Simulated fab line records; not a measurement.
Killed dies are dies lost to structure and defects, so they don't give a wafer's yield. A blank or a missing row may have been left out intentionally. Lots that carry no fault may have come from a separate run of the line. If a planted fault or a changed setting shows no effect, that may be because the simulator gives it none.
fab line records ; flow n5_finfet
record: lots: 5; wafers: 14; last_day: 19
route steps=1938 shown WELL_APT@52 PMOS_HMC_CHANNEL_EPI@57 BEOL_M4@1111 PASSIVATION@1936
lots that met no fault: taken from a fault-free run of the same line
start_h: hours from the record's first day to the start of the lot's first wafer shown ; wait_h: hours elapsed since this lot's preceding step ; " repeats the value in the row above ; L1.1+2: one row covering several wafers at once ; - no value, or no start was given ; * or withheld: withheld ; < > ~ a bound
route shown NAME@n: NAME is a module with steps in the file, n the number in the route of the first one ; usual: mean/standard deviation taken from wafers without a fault ; same: alike in all rows ; chamber/n: place in a boat ; sites: readings site by site ; _std_site: their standard deviation ; _edge_site: outer sites' mean less inner sites' ; radius_mm: for every site, how far away it sits from the centre of the wafer ; mask NAME#n: copy n ; behind: tool/chamber where the wafer was last shaped ; hold: the reason the lot was held/the length of the hold in hours/how it ended ; device: the transistor (n, p or np) that didn't switch ; end of line: at the end of the route, the tests of the same wafers ; for a step that has no rows: nothing shown but its recipe ; killed: dies that structure and defects cost at the first sort, which is not the same as the wafer's yield ; map: per-die view of a wafer (x killed, . not killed, _ where there is no die)
set.NAME: the setting the step ran with; set.NAME@STEP: the setting that earlier step ran with ; model.NAME: the simulator's own value behind a step, which no gauge read
lots at some steps of the route; a table a step, a row a wafer
services: when a tool's chamber went out of use (start_h, in hours from the record's first day, below 0 if earlier), for how many hours, and the reason
== steps ==
step: N5_WELL_APT_PRECLEAN_36
recipe: chemistry: O3/DIW; time_s: 45; temp_c: 22; o3_ppm: 10
step: N5_WELL_APT_PRECLEAN_39
recipe: chemistry: dHF; time_s: 60; dilution: 150:1; temp_c: 25
step: N5_WELL_APT_SRD_37
recipe: dry: ipa_marangoni; do_ppb: 5; time_s: 30; temp_c: 23; rinse_liquid: diw
step: N5_WELL_APT_EPI_41
recipe: material: Si; target_thk_a: 500; temp_c: 650; precursor: SiH4/H2; pressure_torr: 20; time_s: 297.7
usual: throttle_valve_pct: 10.9/0.38
lot.wafer;tool;chamber;start_h;wait_h;throttle_valve_pct
L183.1;epi_rpcvd-04;0;40.34;0.0;11.4
L183.4;epi_rpcvd-04;0;40.34;0.0;10.9
L183.5;epi_rpcvd-04;0;40.34;0.0;11.2
L191.1;epi_rpcvd-04;0;88.86;0.0;11.2
L191.3;epi_rpcvd-04;0;88.86;0.0;10.9
L198.1;epi_rpcvd-04;0;130.94;0.0;11.0
L198.3;epi_rpcvd-04;0;130.94;0.0;11.2
L198.5;epi_rpcvd-04;0;130.94;0.0;11.1
L201.1;epi_rpcvd-04;0;148.95;0.0;10.6
L201.3;epi_rpcvd-04;0;148.95;0.0;10.9
L201.4;epi_rpcvd-04;0;148.95;0.0;11.0
L202.2;epi_rpcvd-04;0;154.80;0.8;11.0
L202.3;epi_rpcvd-04;0;154.80;0.8;11.2
L202.4;epi_rpcvd-04;0;154.80;0.8;11.2
step: N5_WELL_APT_INSPECT_38
recipe: inspect_instrument: darkfield; mode: post_epi
usual: raw_defect_count: 13/5.2
lot.wafer;tool;chamber;start_h;wait_h;raw_defect_count
L183.1;defect_inspect-01;-;40.98;0.5;21
L183.4;defect_inspect-01;-;40.98;0.5;22
L183.5;defect_inspect-01;-;40.98;0.5;12
L191.1;defect_inspect-02;-;89.49;0.5;14
L191.3;defect_inspect-02;-;89.49;0.5;4
L198.1;defect_inspect-01;-;131.59;0.6;7
L198.3;defect_inspect-01;-;131.59;0.6;25
L198.5;defect_inspect-01;-;131.59;0.6;12
L201.1;defect_inspect-02;-;149.78;0.7;17
L201.3;defect_inspect-02;-;149.78;0.7;18
L201.4;defect_inspect-02;-;149.78;0.7;12
L202.2;defect_inspect-02;-;155.51;0.6;9
L202.3;defect_inspect-02;-;155.51;0.6;12
L202.4;defect_inspect-02;-;155.51;0.6;4
step: N5_PMOS_HMC_CHANNEL_EPI_HM_DEP_34
recipe: material: SiO2; target_thk_a: 360; temp_c: 400; precursor: TEOS/O2; pressure_torr: 6.5; rf_w: 900; teos_flow_sccm: 161.4; gas: O2; flow_sccm: 2650; time_s: 6.9
step: N5_PMOS_HMC_CHANNEL_EPI_COAT_31
recipe: resist: BARC; temp_c: 205; time_s: 60; spin_rpm: 1500; resist_thk_nm: 66
step: N5_PMOS_HMC_CHANNEL_EPI_COAT_03
recipe: resist: CAR-ArF-block; spin_rpm: 1500; resist_thk_nm: 205
step: N5_PMOS_HMC_CHANNEL_EPI_EBR_05
recipe: solvent: PGMEA; ebr_width_mm: 1.5
step: N5_PMOS_HMC_CHANNEL_EPI_SOFTBAKE_04
recipe: temp_c: 110; time_s: 60; resist: CAR-ArF-block
step: N5_PMOS_HMC_CHANNEL_EPI_EXPOSE_06
recipe: mask_id: PMOS_HMC_BLK; na: 1.35; source_shape: conventional; sigma_outer: 0.8; polarization: unpolarized; target_cd_nm: 240; dose_mj: 41
step: N5_PMOS_HMC_CHANNEL_EPI_PEB_07
recipe: peb_temp_c: 110; peb_time_s: 60; resist: CAR-ArF-block
step: N5_PMOS_HMC_CHANNEL_EPI_DEVELOP_08
recipe: develop_time_s: 30; developer: TMAH; resist: CAR-ArF-block; dev_temp_c: 23; rinse_liquid: diw; dry: air_spin
usual: resist_line_temp_C: 22.98/0.096
lot.wafer;tool;chamber;start_h;wait_h;resist_line_temp_C
L183.1;litho_track-05;0;41.36;-;22.80
L183.4;litho_track-05;0;41.36;-;22.96
L183.5;litho_track-05;0;41.36;-;22.60
L191.1;litho_track-01;0;89.75;-;22.94
L191.3;litho_track-01;0;89.75;-;22.92
L198.1;litho_track-04;0;131.85;-;23.09
L198.3;litho_track-04;0;131.85;-;23.00
L198.5;litho_track-04;0;131.85;-;22.99
L201.1;litho_track-04;0;150.16;-;23.02
L201.3;litho_track-04;0;150.16;-;23.13
L201.4;litho_track-04;0;150.16;-;22.99
L202.2;litho_track-01;0;155.77;-;22.91
L202.3;litho_track-01;0;155.77;-;22.97
L202.4;litho_track-01;0;155.77;-;23.07
step: N5_PMOS_HMC_CHANNEL_EPI_CD_MEAS_09
recipe: target_cd_nm: 237.4; landing_energy_ev: 500; detector: se_inlens
usual: cd_nm: 237.8/0.94
lot.wafer;tool;chamber;start_h;wait_h;cd_nm
L183.1;cd_sem-03;0;41.42;-;237.5
L183.4;cd_sem-03;0;41.42;-;237.4
L183.5;cd_sem-03;0;41.42;-;237.6
L191.1;cd_sem-01;0;89.81;-;234.1
L191.3;cd_sem-01;0;89.81;-;233.8
L198.1;cd_sem-02;0;131.91;-;237.5
L198.3;cd_sem-02;0;131.91;-;237.9
L198.5;cd_sem-02;0;131.91;-;237.6
L201.1;cd_sem-02;0;150.22;-;237.2
L201.3;cd_sem-02;0;150.22;-;236.4
L201.4;cd_sem-02;0;150.22;-;237.1
L202.2;cd_sem-02;0;155.83;-;235.4
L202.3;cd_sem-02;0;155.83;-;236.3
L202.4;cd_sem-02;0;155.83;-;236.7
step: N5_PMOS_HMC_CHANNEL_EPI_OVL_MEAS_10
recipe: points_per_wafer: 44
usual: PMOS_HMC_BLK_OVL: 0.2/0.65
lot.wafer;tool;chamber;start_h;wait_h;PMOS_HMC_BLK_OVL[nm]
L183.1;overlay-01;0;41.45;0.0;0.6
L183.4;overlay-01;0;41.45;0.0;-0.4
L183.5;overlay-01;0;41.45;0.0;0.1
L191.1;overlay-02;0;89.84;0.0;-0.5
L191.3;overlay-02;0;89.84;0.0;0.1
L198.1;overlay-01;0;131.94;0.0;1.5
L198.3;overlay-01;0;131.94;0.0;1.0
L198.5;overlay-01;0;131.94;0.0;1.4
L201.1;overlay-02;0;150.25;0.0;-0.2
L201.3;overlay-02;0;150.25;0.0;-0.4
L201.4;overlay-02;0;150.25;0.0;0.0
L202.2;overlay-01;0;155.85;0.0;-0.5
L202.3;overlay-01;0;155.85;0.0;0.5
L202.4;overlay-01;0;155.85;0.0;0.5
step: N5_PMOS_HMC_CHANNEL_EPI_INSPECT_11
recipe: mode: adi; inspect_instrument: macro
usual: raw_defect_count: 2.1/1.4
lot.wafer;tool;chamber;start_h;wait_h;raw_defect_count
L183.1;defect_inspect-02;-;41.47;0.0;5
L183.4;defect_inspect-02;-;41.47;0.0;2
L183.5;defect_inspect-02;-;41.47;0.0;1
L191.1;defect_inspect-02;-;89.86;0.0;2
L191.3;defect_inspect-02;-;89.86;0.0;0
L198.1;defect_inspect-02;-;131.96;0.0;1
L198.3;defect_inspect-02;-;131.96;0.0;5
L198.5;defect_inspect-02;-;131.96;0.0;2
L201.1;defect_inspect-01;-;150.28;0.0;0
L201.3;defect_inspect-01;-;150.28;0.0;1
L201.4;defect_inspect-01;-;150.28;0.0;2
L202.2;defect_inspect-02;-;155.88;0.0;1
L202.3;defect_inspect-02;-;155.88;0.0;4
L202.4;defect_inspect-02;-;155.88;0.0;4
step: N5_PMOS_HMC_CHANNEL_EPI_DESCUM_14
recipe: chemistry: O2; time_s: 7.9; source_power_w: 50; bias_power_w: 20; pressure_mtorr: 20; rf_frequency_hz: 2.712e+07; temp_c: 40; resist: CAR-ArF-block; o2_flow_sccm: 225
usual: drypump_motor_current_A: 5.6/0.34; oes_product_au: 0.74/0.056; rf_vpp_V: 242.8/1.2; showerhead_plenum_p_Torr: 2.07/0.067; throttle_valve_pct: 20.43/0.22
lot.wafer;tool;chamber;start_h;wait_h;drypump_motor_current_A;oes_product_au;rf_hours_counter_h;rf_vpp_V;showerhead_plenum_p_Torr;throttle_valve_pct;model.PMOS_HMC_CHANNEL_EPI.cd_nm
L183.1;rie_diel-04;0;41.51;0.0;5.8;0.67;236;243.5;2.08;20.59;237.3
L183.4;rie_diel-04;1;41.51;0.0;6.2;0.72;190;240.5;1.99;20.52;237.2
L183.5;rie_diel-04;2;41.51;0.0;5.2;0.77;-;243.8;2.20;20.47;237.2
L191.1;rie_diel-02;1;90.10;0.2;6.0;0.74;151;242.8;1.99;20.03;234.2
L191.3;rie_diel-02;2;90.10;0.2;5.5;0.73;200;240.7;2.07;20.25;233.7
L198.1;rie_diel-06;2;132.82;0.9;5.2;0.72;201;244.3;2.17;20.48;237.5
L198.3;rie_diel-06;1;132.82;0.9;5.7;0.75;186;241.0;1.99;20.30;237.6
L198.5;rie_diel-06;3;132.82;0.9;5.3;0.75;-;242.8;2.03;20.92;237.3
L201.1;rie_diel-02;0;150.53;0.2;5.4;0.70;245;244.3;2.14;20.54;237.5
L201.3;rie_diel-02;2;150.53;0.2;5.5;0.71;222;244.5;2.06;20.29;236.4
L201.4;rie_diel-02;1;150.53;0.2;6.0;0.72;174;241.7;1.98;20.05;237.3
L202.2;rie_diel-04;1;156.18;0.3;6.3;0.70;220;241.1;1.98;20.58;235.7
L202.3;rie_diel-04;0;156.18;0.3;5.8;0.97;7;241.4;2.08;20.25;236.4
L202.4;rie_diel-04;0;156.18;0.3;5.8;0.97;-;243.0;2.08;20.27;236.7
step: N5_PMOS_HMC_CHANNEL_EPI_ETCH_32
recipe: chemistry: N2/H2; target: BARC; stop_on: SiO2; target_depth_a: 858; over_etch_frac: 0.3; time_s: 50.3; ion_energy_ev: 200; mask_material: CAR-ArF-block; pressure_mtorr: 30; source_w: 840; bias_w: 150; n2_flow_sccm: 200; h2_flow_sccm: 200
usual: drypump_motor_current_A: 5.6/0.35; oes_product_au: 0.64/0.045; rf_vpp_V: 523.2/2.3; showerhead_plenum_p_Torr: 2.52/0.08; throttle_valve_pct: 17.93/0.2
lot.wafer;tool;chamber;start_h;wait_h;drypump_motor_current_A;oes_product_au;rf_hours_counter_h;rf_vpp_V;showerhead_plenum_p_Torr;throttle_valve_pct
L183.1;rie_diel-04;0;41.54;0.0;5.8;0.58;236;522.9;2.52;17.95
L183.4;rie_diel-04;1;41.54;0.0;6.3;0.61;190;521.4;2.43;18.11
L183.5;rie_diel-04;2;41.54;0.0;5.2;0.66;-;527.6;2.68;18.04
L191.1;rie_diel-02;1;90.14;0.0;6.1;0.64;151;521.0;2.44;17.63
L191.3;rie_diel-02;2;90.14;0.0;5.5;0.64;200;523.9;2.53;17.76
L198.1;rie_diel-06;2;132.85;0.0;5.2;0.62;201;527.0;2.64;18.00
L198.3;rie_diel-06;1;132.85;0.0;5.7;0.63;186;520.5;2.41;17.67
L198.5;rie_diel-06;3;132.85;0.0;5.3;0.63;-;520.8;2.44;18.12
L201.1;rie_diel-02;0;150.56;0.0;5.4;0.61;245;526.5;2.59;18.07
L201.3;rie_diel-02;2;150.56;0.0;5.5;0.62;222;523.0;2.52;17.82
L201.4;rie_diel-02;1;150.56;0.0;6.1;0.63;174;520.5;2.43;17.68
L202.2;rie_diel-04;1;156.22;0.0;6.3;0.60;220;520.5;2.41;18.18
L202.3;rie_diel-04;0;156.22;0.0;5.8;0.83;7;522.8;2.51;17.57
L202.4;rie_diel-04;0;156.22;0.0;5.8;0.82;-;522.8;2.51;17.58
step: N5_PMOS_HMC_CHANNEL_EPI_HM_OPEN_15
recipe: chemistry: CHF3/O2; target: SiO2; mask_material: CAR-ArF-block; target_depth_a: 406; CHF3_flow_sccm: 50; O2_flow_sccm: 5; Ar_flow_sccm: 200; time_s: 20.3; pressure_mtorr: 30; source_w: 650; bias_w: 170; ion_energy_ev: 200
usual: drypump_motor_current_A: 5.6/0.35; oes_o_777_au: 0.75/0.06; oes_product_au: 0.74/0.056; rf_vpp_V: 525/13; showerhead_plenum_p_Torr: 2.39/0.07; throttle_valve_pct: 18.91/0.18
lot.wafer;tool;chamber;start_h;wait_h;drypump_motor_current_A;oes_o_777_au;oes_product_au;rf_hours_counter_h;rf_vpp_V;showerhead_plenum_p_Torr;throttle_valve_pct
L183.1;rie_diel-04;0;41.59;0.0;5.8;0.70;0.67;236;509;2.38;18.97
L183.4;rie_diel-04;1;41.59;0.0;6.3;0.74;0.72;190;511;2.31;19.08
L183.5;rie_diel-04;2;41.59;0.0;5.3;0.79;0.77;-;534;2.53;18.94
L191.1;rie_diel-02;1;90.18;0.0;6.0;0.73;0.74;151;524;2.31;18.55
L191.3;rie_diel-02;2;90.18;0.0;5.5;0.72;0.73;200;545;2.39;18.81
L198.1;rie_diel-06;2;132.89;0.0;5.2;0.73;0.72;201;532;2.49;18.93
L198.3;rie_diel-06;1;132.89;0.0;5.6;0.76;0.75;186;526;2.32;18.89
L198.5;rie_diel-06;3;132.89;0.0;5.4;0.77;0.75;-;528;2.31;19.25
L201.1;rie_diel-02;0;150.60;0.0;5.4;0.69;0.69;245;530;2.46;19.10
L201.3;rie_diel-02;2;150.60;0.0;5.5;0.71;0.72;222;545;2.39;18.85
L201.4;rie_diel-02;1;150.60;0.0;6.0;0.71;0.71;174;525;2.30;18.59
L202.2;rie_diel-04;1;156.26;0.0;6.3;0.72;0.70;220;513;2.30;19.12
L202.3;rie_diel-04;0;156.26;0.0;5.8;1.00;0.97;7;507;2.38;18.59
L202.4;rie_diel-04;0;156.26;0.0;5.8;1.00;0.97;-;508;2.38;18.57
step: N5_PMOS_HMC_CHANNEL_EPI_STRIP_33
recipe: chemistry: N2/H2; power_w: 500; temp_c: 40; pressure_mtorr: 50; rf_frequency_hz: 6e+07; overash_fraction: 0.3; bias_power_w: 8; h2_frac: 0.5; n2_flow_sccm: 300; h2_flow_sccm: 300
usual: drypump_motor_current_A: 5.6/0.35; oes_product_au: 0.74/0.056; rf_vpp_V: 54.2/1.6; showerhead_plenum_p_Torr: 3.33/0.1; throttle_valve_pct: 19.0/0.34
lot.wafer;tool;chamber;start_h;wait_h;drypump_motor_current_A;oes_product_au;rf_hours_counter_h;rf_vpp_V;showerhead_plenum_p_Torr;throttle_valve_pct
L183.1;rie_diel-04;0;41.64;0.0;5.8;0.68;236;53.5;3.33;19.0
L183.4;rie_diel-04;1;41.64;0.0;6.3;0.72;190;51.3;3.21;19.5
L183.5;rie_diel-04;2;41.64;0.0;5.3;0.77;-;51.3;3.53;19.4
L191.1;rie_diel-02;1;90.24;0.0;6.0;0.74;151;56.6;3.24;18.7
L191.3;rie_diel-02;2;90.24;0.0;5.5;0.73;200;55.9;3.34;18.7
L198.1;rie_diel-06;2;132.95;0.0;5.2;0.71;201;53.1;3.48;19.2
L198.3;rie_diel-06;1;132.95;0.0;5.7;0.74;186;55.7;3.19;18.5
L198.5;rie_diel-06;3;132.95;0.0;5.4;0.76;-;54.3;3.22;18.9
L201.1;rie_diel-02;0;150.66;0.0;5.5;0.72;245;54.0;3.43;19.2
L201.3;rie_diel-02;2;150.66;0.0;5.5;0.72;222;52.4;3.32;18.7
L201.4;rie_diel-02;1;150.66;0.0;6.0;0.73;174;51.6;3.22;18.7
L202.2;rie_diel-04;1;156.31;0.0;6.3;0.72;220;57.7;3.20;19.5
L202.3;rie_diel-04;0;156.31;0.0;5.8;0.97;7;56.4;3.31;18.6
L202.4;rie_diel-04;0;156.31;0.0;5.8;0.98;-;54.6;3.31;18.6
step: N5_PMOS_HMC_CHANNEL_EPI_STRIP_17
recipe: chemistry: SPM; time_s: 750; temp_c: 130; h2so4_h2o2_vol_ratio: 4; dry: ipa_marangoni
step: N5_PMOS_HMC_CHANNEL_EPI_ETCH_38
recipe: chemistry: CF4; target: SiO2; target_depth_a: 15; ion_energy_ev: 350; pressure_mtorr: 10; icp_w: 800; bias_w: 400; cf4_flow_sccm: 80
usual: drypump_motor_current_A: 5.8/0.41; he_backside_leak_sccm: 2.8/0.32; oes_product_au: 1.002/0.024; throttle_valve_pct: 21.73/0.27
lot.wafer;tool;chamber;start_h;wait_h;drypump_motor_current_A;he_backside_leak_sccm;oes_product_au;rf_hours_counter_h;throttle_valve_pct
L183.1;rie_si-06;1;41.96;0.0;5.6;3.4;0.989;198;21.91
L183.4;rie_si-06;3;41.96;0.0;5.6;2.5;0.958;14;21.89
L183.5;rie_si-06;2;41.96;0.0;5.1;3.1;1.019;-;21.85
L191.1;rie_si-02;2;90.56;0.0;5.9;3.0;1.016;57;21.46
L191.3;rie_si-02;3;90.56;0.0;6.2;2.4;1.020;61;21.85
L198.1;rie_si-04;3;133.25;0.0;6.1;2.5;1.005;58;21.78
L198.3;rie_si-04;0;133.25;0.0;5.4;2.8;1.008;139;22.01
L198.5;rie_si-04;0;133.25;0.0;5.4;2.9;1.013;-;22.02
L201.1;rie_si-02;3;150.96;0.0;6.2;2.4;1.020;62;21.86
L201.3;rie_si-02;2;150.96;0.0;5.9;3.0;1.026;58;21.43
L201.4;rie_si-02;0;150.96;0.0;5.8;2.9;1.034;135;21.48
L202.2;rie_si-02;1;156.62;0.0;6.6;2.4;0.968;24;21.62
L202.3;rie_si-02;2;156.62;0.0;5.9;2.9;1.006;59;21.44
L202.4;rie_si-02;0;156.62;0.0;5.8;2.9;1.035;135;21.49
step: N5_PMOS_HMC_CHANNEL_EPI_FIN_RECESS_16
recipe: chemistry: HBr/Cl2; target: Si; mask_material: SiO2; target_depth_a: 540; time_s: 18; pressure_mtorr: 10; icp_w: 800; bias_w: 75; HBr_flow_sccm: 150; Cl2_flow_sccm: 80
usual: drypump_motor_current_A: 5.8/0.41; he_backside_leak_sccm: 2.8/0.39; oes_product_au: 1.003/0.021; throttle_valve_pct: 35.5/0.39
lot.wafer;tool;chamber;start_h;wait_h;drypump_motor_current_A;he_backside_leak_sccm;oes_product_au;rf_hours_counter_h;throttle_valve_pct;model.PMOS_HMC_CHANNEL_EPI.cd_nm
L183.1;rie_si-06;1;41.98;0.0;5.6;3.6;0.984;198;35.8;240.8
L183.4;rie_si-06;3;41.98;0.0;5.7;2.0;0.970;14;35.8;240.4
L183.5;rie_si-06;2;41.98;0.0;5.1;3.2;1.018;-;35.6;239.2
L191.1;rie_si-02;2;90.58;0.0;6.0;3.0;1.011;57;34.9;236.7
L191.3;rie_si-02;3;90.58;0.0;6.2;2.4;1.011;61;36.0;236.8
L198.1;rie_si-04;3;133.27;0.0;6.1;2.6;0.996;58;35.2;239.6
L198.3;rie_si-04;0;133.27;0.0;5.4;2.8;1.009;139;35.6;240.4
L198.5;rie_si-04;0;133.27;0.0;5.4;2.9;1.012;-;35.6;239.3
L201.1;rie_si-02;3;150.98;0.0;6.2;2.3;1.019;62;36.0;240.5
L201.3;rie_si-02;2;150.98;0.0;5.9;3.0;1.025;58;34.9;239.7
L201.4;rie_si-02;0;150.98;0.0;5.8;2.9;1.035;135;35.3;240.7
L202.2;rie_si-02;1;156.64;0.0;6.6;2.3;0.993;24;35.2;238.6
L202.3;rie_si-02;2;156.64;0.0;5.9;2.9;1.016;59;34.9;239.5
L202.4;rie_si-02;0;156.64;0.0;5.8;2.9;1.032;135;35.3;239.8
step: N5_PMOS_HMC_CHANNEL_EPI_PRECLEAN_36
recipe: chemistry: O3/DIW; time_s: 45; temp_c: 22; o3_ppm: 10
step: N5_BEOL_M4_RC_MEAS_101
usual: DIBL_N: 36.0/1.7; DIBL_P: 36.2/1.9; IOFF_N: 0.154/0.028; IOFF_P: 0.21/0.036; ION_N: 675/11; ION_P: 463/8.3; SS_N: 71.4/0.63; SS_P: 73.2/0.55; VT_N: 250.2/3; VT_P: -251/3.7
lot.wafer;tool;chamber;start_h;wait_h;DIBL_N[mV/V];DIBL_P[mV/V];IOFF_N[nA/um];IOFF_P[nA/um];ION_N[uA/um];ION_P[uA/um];SS_N[mV/dec];SS_P[mV/dec];VT_N[mV];VT_P[mV]
L183.1;prober-02;0;239.53;0.0;34.3;34.7;0.126;0.17;675;459;70.9;72.1;249.3;-251
L183.4;prober-02;0;239.53;0.0;35.3;36.5;0.142;0.19;677;465;71.6;72.9;251.4;-249
L183.5;prober-02;0;239.53;0.0;37.2;37.9;0.172;0.22;687;475;71.5;73.1;247.1;-249
L191.1;prober-02;0;300.22;0.0;38.9;38.6;0.191;0.21;674;460;72.3;73.7;249.1;-252
L191.3;prober-02;0;300.22;0.0;34.9;35.6;0.122;0.17;681;466;71.0;72.7;251.9;-255
L198.1;prober-01;0;339.84;0.0;37.6;37.2;0.167;0.23;667;467;71.5;73.9;250.3;-249
L198.3;prober-01;0;339.84;0.0;35.0;34.2;0.129;0.19;669;456;70.8;72.8;252.8;-248
L198.5;prober-01;0;339.84;0.0;35.9;36.0;0.144;0.21;660;460;71.6;73.5;253.2;-248
L201.1;prober-01;0;344.15;0.0;37.2;37.7;0.191;0.28;681;471;71.9;73.7;248.2;-247
L201.3;prober-01;0;344.15;0.0;38.5;38.3;0.218;0.29;704;482;72.1;74.1;243.7;-244
L201.4;prober-01;0;344.15;0.0;39.2;38.9;0.211;0.30;682;473;72.8;72.8;246.9;-244
L202.2;prober-02;0;347.19;0.2;34.4;35.4;0.131;0.19;682;469;70.7;72.8;252.0;-249
L202.3;prober-02;0;347.19;0.2;40.2;41.1;0.244;0.28;697;463;72.4;74.3;245.3;-248
L202.4;prober-02;0;347.19;0.2;36.7;37.8;0.166;0.23;670;461;72.1;73.2;249.8;-246
step: N5_PASSIVATION_PROBE_49
usual: defect_limited_yield: 90.9/1.4; killed_at_M0_to_M3: 38/11; killed_at_M4_up: 13/5.9; killed_at_contacts: 14/6.4; killed_at_front_end: 38/11; killed_at_other: 3.3/2.5; killed_dies: 107/16; killed_open: 70/12; killed_short: 35/7.7; sort_bin_4_leakage: 0.00/0.007; sort_bin_5_function: 5.3/0.94; sort_bin_6_memory: 3.5/0.7; sort_n_pass: 1073/16; sort_yield_pct: 90.9/1.4
same: gross_dies: 1180; killed_at_back_side: 0; sort_bin_8_speed[%]: 0
lot.wafer;tool;chamber;start_h;wait_h;defect_limited_yield[%];killed_at_M0_to_M3;killed_at_M4_up;killed_at_contacts;killed_at_front_end;killed_at_other;killed_dies;killed_open;killed_short;sort_bin_4_leakage[%];sort_bin_5_function[%];sort_bin_6_memory[%];sort_n_pass;sort_yield_pct[%]
L191.1;prober-01;-;414.23;0.0;90.1;42;14;5;48;8;117;67;44;0;6.0;3.5;1063;90.1
L191.3;prober-01;-;414.33;0.1;92.0;19;10;16;44;5;94;62;27;0;4.1;3.6;1086;92.0
L201.1;prober-01;-;463.91;0.0;89.4;50;19;21;32;3;125;82;40;0;5.8;4.2;1055;89.4
L201.3;prober-01;-;464.01;0.1;92.9;47;6;11;17;3;84;51;32;0;3.8;2.8;1096;92.9
L201.4;prober-01;-;464.06;0.2;87.3;49;27;25;43;6;150;101;48;0;6.9;5.4;1030;87.3
killed by level:class
L191.1 BEOL_M0_SAQP:geometric_particle:open=14 BEOL_M0_SAQP:geometric_particle:short=13 STI_FIN_REVEAL:geometric_particle:open=11 FIN_SAQP:geometric_particle:open=8 BEOL_M2:geometric_particle:open=6 GATE_CUT:geometric_particle:short=6 DUMMY_GATE:geometric_particle:open=5 BEOL_M5:geometric_particle:short=4
L191.3 MOL_CONTACT_COAG:geometric_particle:open=14 FIN_SAQP:geometric_particle:open=11 DUMMY_GATE:geometric_particle:open=6 STI_FIN_REVEAL:geometric_particle:open=5 BEOL_M0_SAQP:geometric_particle:short=5 BEOL_M0_SAQP:geometric_particle:open=5 STARTING-WAFER:geometric_particle:open=5 FIN_SAQP:geometric_particle:short=3
L201.1 MOL_CONTACT_COAG:geometric_particle:open=18 BEOL_M0_SAQP:geometric_particle:short=13 BEOL_M2:geometric_particle:open=11 BEOL_M4:geometric_particle:open=8 BEOL_M0_SAQP:geometric_particle:open=8 DUMMY_GATE:geometric_particle:open=6 BEOL_M3:geometric_particle:open=6 FIN_SAQP:geometric_particle:open=4
L201.3 BEOL_M1:geometric_particle:open=14 MOL_CONTACT_COAG:geometric_particle:open=8 BEOL_M0_SAQP:geometric_particle:open=8 BEOL_M0_SAQP:geometric_particle:short=7 BEOL_M3:geometric_particle:open=6 STI_FIN_REVEAL:geometric_particle:open=4 BEOL_M3:geometric_particle:short=4 BEOL_M1:geometric_particle:short=3
L201.4 STI_FIN_REVEAL:geometric_particle:open=19 BEOL_M4:geometric_particle:open=18 MOL_CONTACT_COAG:geometric_particle:open=16 BEOL_M0_SAQP:geometric_particle:short=13 BEOL_M2:geometric_particle:open=11 MOL_CONTACT_COAG:geometric_particle:short=8 DUMMY_GATE:geometric_particle:open=7 BEOL_M0_SAQP:geometric_particle:open=6
== services ==
tool;chamber;start_h;hours;kind
rie_diel-02;3;35.64;4.0;repair
epi_rpcvd-04;-;57.37;1.1;repair
rie_si-02;-;62.72;0.8;repair
rie_diel-02;-;70.01;0.2;repair
rie_si-04;-;74.08;0.7;repair
rie_diel-06;0;79.63;-;clean
rie_diel-06;0;79.63;-;consumable_replace:focus_ring
rie_diel-06;0;79.63;16.9;scheduled_down
rie_diel-06;0;79.63;16.9;vent_cycle
rie_diel-04;0;87.25;-;clean
rie_diel-04;0;87.25;-;consumable_replace:focus_ring
rie_diel-04;0;87.25;21.7;scheduled_down
rie_diel-04;0;87.25;21.7;vent_cycle
rie_si-04;2;87.27;5.8;repair
rie_si-04;3;89.37;8.2;repair
rie_si-06;1;97.59;-;clean
rie_si-02;3;98.19;16.3;repair
rie_si-06;3;98.29;6.3;repair
rie_diel-06;0;104.78;5.5;repair
rie_diel-04;-;116.06;28.1;pm
rie_si-06;-;130.95;0.1;repair
rie_si-02;1;131.36;8.1;repair
rie_si-06;-;142.29;0.3;repair
rie_diel-02;1;154.13;5.4;repair
== key ==
first_sign: step: N5_PMOS_HMC_CHANNEL_EPI_CD_MEAS_09; reading: cd_nm; direction: down; sigmas: 4.1; usual: 237.8; struck: 234.0
effect none on later readings
model_effect: step: N5_PMOS_HMC_CHANNEL_EPI_DESCUM_14; value: PMOS_HMC_CHANNEL_EPI.cd_nm; without: 237.4; struck: 234
model_effect: step: N5_PMOS_HMC_CHANNEL_EPI_FIN_RECESS_16; value: PMOS_HMC_CHANNEL_EPI.cd_nm; without: 240.2; struck: 236.8
met_at N5_PMOS_HMC_CHANNEL_EPI_DEVELOP_08
struck_wafers L191.1,L191.3
fault: kind: process_parameter_drift; tool: litho_track-01; chamber: -; onset_h: 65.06; steps: N5_PMOS_HMC_CHANNEL_EPI_DEVELOP_08; channel: develop_time_s; offset: *; shape: step; end_h: 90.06; scope: struck_wafers_only; acts_in: *; stated: *
